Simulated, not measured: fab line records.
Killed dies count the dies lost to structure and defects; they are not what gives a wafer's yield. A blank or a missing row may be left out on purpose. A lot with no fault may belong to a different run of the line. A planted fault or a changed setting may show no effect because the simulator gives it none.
Comparing a struck lot with a sound one | flow nand harc | 14 steps out of a route of 1302
Sound: wafers L518.4, L518.5, L518.6. The struck wafers were L528.1, L528.3, L528.5. Last of all comes the cause.
For every step that has rows: the tool of each side, followed by ch and its chambers, followed by its first start. Under that, the readings that differ: sound wafers | struck wafers | difference of the means | sigmas: that difference in standard deviations of wafers without a fault.
alike: readings with means less than 2 such deviations apart, plus words and numbers identical on both sides. not compared: withheld readings, readings lacking a value on some wafer, bounds such as >300 that could conceal the same value, and numbers that have no deviation in the record and whose values overlap.
Wherever a step has rows on one side only, a row that says differs or no value, or a row with sigmas, the two part there. Numbers that don't overlap but have no deviation are shown without sigmas and don't part them. A reading that every wafer of one side lacks parts them only if that side has two wafers or more.

NHARC_P_ZERO_WELL_DESCUM_54: chemistry O2, time 3 s.
  sound on rie diel-01 ch 1,2,3, day 2 02:05; struck on rie diel-01 ch 0,1, day 6 06:03
  alike: drypump motor current A, oes product au, rf vpp V, showerhead plenum p Torr, throttle valve pct
  not compared: rf hours counter h
then, 5 steps without rows for these wafers: NHARC_P_ZERO_WELL_IMPLANT_55; NHARC_P_ZERO_WELL_IMPLANT_61; NHARC_P_ZERO_WELL_STRIP_56 (strips in SPM, time 840 s); NHARC_P_ZERO_WELL_PRECLEAN_68 (cleans in SC1, time 60 s); NHARC_P_ZERO_WELL_SRD_69.
NHARC_P_ZERO_WELL_RTA_42: time 300 s.
  sound on rtp anneal-01 ch 0, day 2 03:22; struck on rtp anneal-02 ch 0, day 6 07:01
  reading             | sound          | struck         | difference | sigmas
  lamp_zone_4_pct (%) | 39.8 39.9 39.9 | 36.3 36.3 36.2 | -3.6       | -2
  alike: lamp power pct, wafer_temp_C_max
NHARC_P_ZERO_WELL_INSPECT_43:
  sound: defect inspect-01 at day 2 03:43; struck: defect inspect-02 at day 6 07:41
  alike: raw defect count
then, 4 steps without rows for these wafers: NHARC_P_STI_ETCH_26 (etches SiO2 in dHF, target depth 11 nm); NHARC_P_STI_PRECLEAN_27 (cleans in SC1); NHARC_P_STI_SRD_28; NHARC_P_STI_OXIDE_29 (material SiO2, target thk 10 nm, ox time 1362 s).
NHARC_P_STI_HM_DEP_30: deposits Si3N4, target thk 80 nm, time 873 s.
  sound on lpcvd-02 ch 1, day 2 16:52; struck on lpcvd-02 ch 0, day 6 23:11
  reading                   | sound          | struck         | difference | sigmas
  spike tc top C (C)        | 811 811 810    | 802 802 801    | -9         | -2
  zone power bottom pct (%) | 21.1 21.2 21.1 | 19.4 19.4 19.4 | -1.7       | -2
  alike: zone power top pct
then, 1 step without rows for these wafers: NHARC_P_STI_DEHYDRATE_01 (time 120 s).

## WHERE THEY PART
First at NHARC_P_ZERO_WELL_RTA_42; last, within this record, at NHARC_P_STI_HM_DEP_30.

WHY: what the simulator had put in
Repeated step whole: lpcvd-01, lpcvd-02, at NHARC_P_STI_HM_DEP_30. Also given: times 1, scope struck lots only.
